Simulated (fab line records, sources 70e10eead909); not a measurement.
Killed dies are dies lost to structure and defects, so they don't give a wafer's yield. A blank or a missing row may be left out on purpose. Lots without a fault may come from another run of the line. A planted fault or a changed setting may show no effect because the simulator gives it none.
fab line records | flow nand_harc
record lots=6 wafers=17 last_day=25
route steps=1159 shown A_STAIRCASE@536 END@1159
lots that met no fault: from a run of the same line without faults
start_h: hours from the record's first day to the start of the lot's first wafer shown | wait_h: hours since the lot's step before | " the same as in the row above | L1.1+2: a row that stands for several wafers | - no value, or no start given | * or withheld: withheld | < > ~ a bound
route shown NAME@n: a module of which the file shows steps, and the number in the route of the first | usual: mean/standard deviation of fault-free wafers | same: alike in all rows | chamber/n: place in a boat | sites: the reading at each site | _std_site: their standard deviation | _edge_site: outer sites' mean less inner sites' | radius_mm: how far each site lies from the wafer's centre | mask NAME#n: copy n | behind: the tool/chamber that last shaped the wafer | hold: why the lot was held/for how many hours/how that ended | device: the transistor (n, p or np) that didn't switch | end of line: the same wafers' tests at the end of the route | a step without rows: its recipe alone | killed: dies lost to structure and defects at the first sort, not the wafer's yield | map: a wafer's dies, x killed, . not, _ none there
set.NAME: the setting as run; set.NAME@STEP: as run at that earlier step | model.NAME: the simulator's own value behind a step, which no gauge read
lots at some steps of the route; a table a step, a row a wafer
services: from which hour (start_h, from the record's first day; less than 0 if before it) a tool's chamber was out of use, for how many hours, and why
## steps
# step NHARC_A_STAIRCASE_SRD_174
# step NHARC_A_STAIRCASE_DEHYDRATE_01
# recipe temp_c=150 time_s=120
# step NHARC_A_STAIRCASE_HMDS_02
# recipe time_s=30
# step NHARC_A_STAIRCASE_COAT_03
# recipe spin_rpm=1200
# step NHARC_A_STAIRCASE_SOFTBAKE_04
# recipe temp_c=135 time_s=170
# step NHARC_A_STAIRCASE_EBR_05
# step NHARC_A_STAIRCASE_EXPOSE_06
# recipe na=0.5 dose_mj=25.43 mask_id=STAIR
# step NHARC_A_STAIRCASE_PEB_07
# recipe peb_temp_c=115 peb_time_s=130
# step NHARC_A_STAIRCASE_DEVELOP_08
# recipe time_s=140
# step NHARC_A_STAIRCASE_HARDBAKE_10
# recipe temp_c=120 time_s=140
# step NHARC_A_STAIRCASE_DESCUM_11
# recipe time_s=3 o2_flow_sccm=200 ar_flow_sccm=0 bias_power_w=0 chemistry=O2
# usual chamber_pressure_mTorr=60.00/0.051 drypump_motor_current_A=5.8/0.57 oes_product_au=1.004/0.0097 rf_vpp_V=58.0/0.96 showerhead_plenum_p_Torr=1.94/0.077 throttle_valve_pct=11.310/0.0085
# columns lot.wafer tool chamber start_h wait_h chamber_pressure_mTorr drypump_motor_current_A oes_product_au rf_hours_counter_h rf_vpp_V showerhead_plenum_p_Torr throttle_valve_pct
L863.1 rie_diel-12 2 263.01 - 60.01 6.3 0.992 18 58.8 2.02 11.309
L863.5 " 1 " " 59.88 5.9 1.004 - 59.3 1.98 11.306
L863.6 " 2 " " 60.05 6.3 1.007 - 57.4 2.02 11.310
L864.3 rie_diel-12 3 278.44 - 60.10 6.0 1.003 24 57.5 1.97 11.319
L864.2 " 1 " " 60.00 5.9 1.005 25 57.8 1.97 11.311
L864.6 " 2 " " 59.98 6.2 0.986 - 57.7 2.02 11.319
L865.1 rie_diel-12 2 289.98 - 59.97 6.2 0.996 26 57.4 2.02 11.315
L865.6 " 3 " " 60.06 6.0 1.004 - 58.6 1.97 11.308
L873.4 rie_diel-07 2 323.27 - 60.00 6.0 1.003 29 58.9 2.00 11.317
L873.3 " 3 " " 60.01 5.5 0.999 29 58.1 2.05 11.300
L873.6 " 0 " " 59.96 6.7 0.989 - 57.5 1.84 11.328
L874.2 rie_diel-07 3 330.93 - 59.98 5.5 1.002 32 59.7 2.05 11.304
L874.4 " 0 " " 59.99 6.7 0.992 36 57.5 1.84 11.303
L874.5 " 2 " " 59.95 6.0 1.009 - 60.3 2.00 11.296
L875.1 rie_diel-07 1 337.90 - 60.00 4.7 1.001 39 58.6 1.85 11.313
L875.2 " 3 " " 59.97 5.5 0.988 35 58.3 2.05 11.313
L875.6 " 1 " " 60.00 4.7 0.998 - 56.4 1.85 11.307
# step NHARC_A_STAIRCASE_TRIM_12
# recipe time_s=211.2 o2_flow_sccm=500 ar_flow_sccm=0 bias_w=0 chemistry=O2
# usual chamber_pressure_mTorr=59.99/0.054 drypump_motor_current_A=5.8/0.57 oes_product_au=1.002/0.011 rf_vpp_V=57.9/0.91 run_length_s=232.1/0.46 showerhead_plenum_p_Torr=3.58/0.13 throttle_valve_pct=17.037/0.0092
# columns lot.wafer tool chamber start_h wait_h chamber_pressure_mTorr drypump_motor_current_A oes_product_au rf_hours_counter_h rf_vpp_V run_length_s showerhead_plenum_p_Torr throttle_valve_pct
L863.1 rie_diel-12 1 263.13 0.1 60.06 5.9 1.014 20 58.1 233.3 3.64 17.026
L863.5 " 2 " " 60.04 6.2 1.006 - 56.4 231.7 3.71 17.040
L863.6 " 0 " " 59.92 5.7 1.016 - 57.3 232.6 3.50 17.029
L864.3 rie_diel-12 1 278.56 0.1 59.99 5.9 0.988 25 58.2 233.0 3.63 17.034
L864.2 " 3 " " 60.06 6.0 1.001 24 58.4 232.6 3.62 17.045
L864.6 " 1 " " 60.02 5.9 0.997 - 57.7 306.9 3.63 17.034
L865.1 rie_diel-12 2 290.22 0.2 59.99 6.2 0.984 26 57.9 232.0 3.70 17.047
L865.6 " 1 " " 60.05 5.9 1.006 - 59.0 306.8 3.63 17.048
L873.4 rie_diel-07 1 323.66 0.4 59.96 4.8 1.000 33 58.5 231.9 3.43 17.024
L873.3 " 3 " " 59.93 5.6 0.984 29 57.1 231.4 3.76 17.043
L873.6 " 1 " " 59.95 4.7 0.988 - 58.4 232.0 3.43 17.053
L874.2 rie_diel-07 1 331.03 0.1 59.89 4.7 0.992 37 57.9 232.4 3.42 17.027
L874.4 " 3 " " 60.02 5.6 1.000 32 59.5 231.4 3.76 17.038
L874.5 " 1 " " 60.07 4.8 1.001 - 57.4 232.1 3.42 17.032
L875.1 rie_diel-07 3 337.98 0.1 60.06 5.6 0.986 35 59.6 231.8 3.76 17.027
L875.2 " 2 " " 59.91 6.0 0.989 35 58.3 232.2 3.68 17.038
L875.6 " 0 " " 59.97 6.7 0.983 - 56.0 231.6 3.40 17.047
# step NHARC_A_STAIRCASE_ETCH_13
# recipe target_depth_a=1000 time_s=40.5 ion_energy_ev=400 c4f8_flow_sccm=20 o2_flow_sccm=10 ar_flow_sccm=withheld rf_w=600 bias_w=1000 chemistry=C4F8/O2
# usual chamber_pressure_mTorr=25.000/0.024 oes_product_au=0.942/0.014 rf_vpp_V=898/4.9
# columns lot.wafer tool chamber start_h wait_h chamber_pressure_mTorr oes_product_au rf_hours_counter_h rf_vpp_V
L863.1 rie_diel-12 2 - - 24.977 0.942 18 902
L863.6 " 2 " " 25.004 0.951 - 902
L863.5 " 0 " " 25.014 0.960 - 895
L864.2 rie_diel-12 2 - - 25.019 0.941 22 902
L864.3 " 3 " " 24.963 0.938 24 898
L864.6 " 3 " " 25.013 0.944 - 900
L865.1 rie_diel-12 0 - - 25.015 0.942 31 895
L865.6 " 1 " " 25.027 0.920 - 899
L873.4 rie_diel-07 1 - - 24.997 0.934 34 892
L873.3 " 2 " " 24.969 0.932 29 901
L873.6 " 1 " " 25.030 0.930 - 891
L874.2 rie_diel-07 3 - - 25.003 0.937 32 905
L874.4 " 2 " " 25.003 0.944 33 900
L874.5 " 3 " " 25.003 0.940 - 905
L875.1 rie_diel-07 2 - - 25.008 0.923 35 902
L875.2 " 3 " " 25.014 0.917 35 904
L875.6 " 1 " " 25.025 0.924 - 895
# step NHARC_END_SORT_01
# recipe temp_c=25
# usual killed_at_array=27/12 killed_at_other=0.9/1.1 killed_at_periphery=3.2/2.4 killed_dies=31/12 killed_open=3.3/1.7 killed_short=2.0/1.6
# same gross_dies=677
# columns lot.wafer tool chamber start_h wait_h killed_at_array killed_at_other killed_at_periphery killed_dies killed_open killed_short
L864.6 prober-02 0 567.47 4.0 290 0 11 301 0 1
# killed by level:class
L864.6 A_STAIRCASE:area_trim=281 P_CONTACT:chamber_film_flake=7 P_GATE:chamber_film_flake=2 P_M1:chamber_film_flake=2 A_ZERO_WELL:chamber_film_flake=2 A_CHANNEL_HOLE_D1:chamber_film_flake=2 A_WL_FILL:chamber_film_flake=2 A_CONTACT:chamber_film_flake=2
## services
# columns tool chamber start_h hours kind
rie_diel-12 3 258.47 5.0 repair
rie_diel-12 0 260.90 - clean
rie_diel-12 1 260.90 - clean
rie_diel-12 2 260.90 - clean
rie_diel-07 0 261.76 - clean
rie_diel-07 1 261.76 - clean
rie_diel-07 2 261.76 - clean
rie_diel-07 3 261.76 - clean
rie_diel-12 0 285.40 - clean
rie_diel-12 1 285.40 - clean
rie_diel-12 2 285.40 - clean
rie_diel-12 3 285.40 - clean
rie_diel-07 0 286.35 - clean
rie_diel-07 1 286.35 - clean
rie_diel-07 2 286.35 - clean
rie_diel-07 3 286.35 - clean
rie_diel-07 0 311.23 - clean
rie_diel-07 1 311.23 - clean
rie_diel-07 2 311.23 - clean
rie_diel-07 3 311.23 - clean
rie_diel-07 0 335.77 - clean
rie_diel-07 1 335.77 - clean
rie_diel-07 2 335.77 - clean
rie_diel-07 3 335.77 - clean
## key
first_sign step=NHARC_A_STAIRCASE_TRIM_12 reading=run_length_s direction=up sigmas=99+ usual=* struck=*
effect step=NHARC_END_SORT_01 reading=killed_dies direction=up sigmas=23 usual=31 struck=301
more_kills_born_at NHARC_A_STAIRCASE_TRIM_12@rie_diel-12=281
met_at NHARC_A_STAIRCASE_TRIM_12
struck_wafers L864.6,L865.6
sort_left_out L865.6
tester_left_out L864,L865
onset_between 263.13 278.56
fault kind=process_parameter_drift tool=rie_diel-12 chamber=- onset_h=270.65 steps=NHARC_A_STAIRCASE_TRIM_12 channel=time_s offset=* shape=step end_h=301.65 scope=struck_wafers_only acts_in=* stated=*
# tester_left_out: of these lots the tester's yield and bins aren't shown, on N5 and GAA mostly nor the transistor test; their killed dies are dies lost to structure and defects alone, not to doping, threshold or leakage, so they don't give the yield
# sort_left_out: the simulated sort isn't trusted on such a fault, so these wafers' sort isn't shown, and their yield isn't known
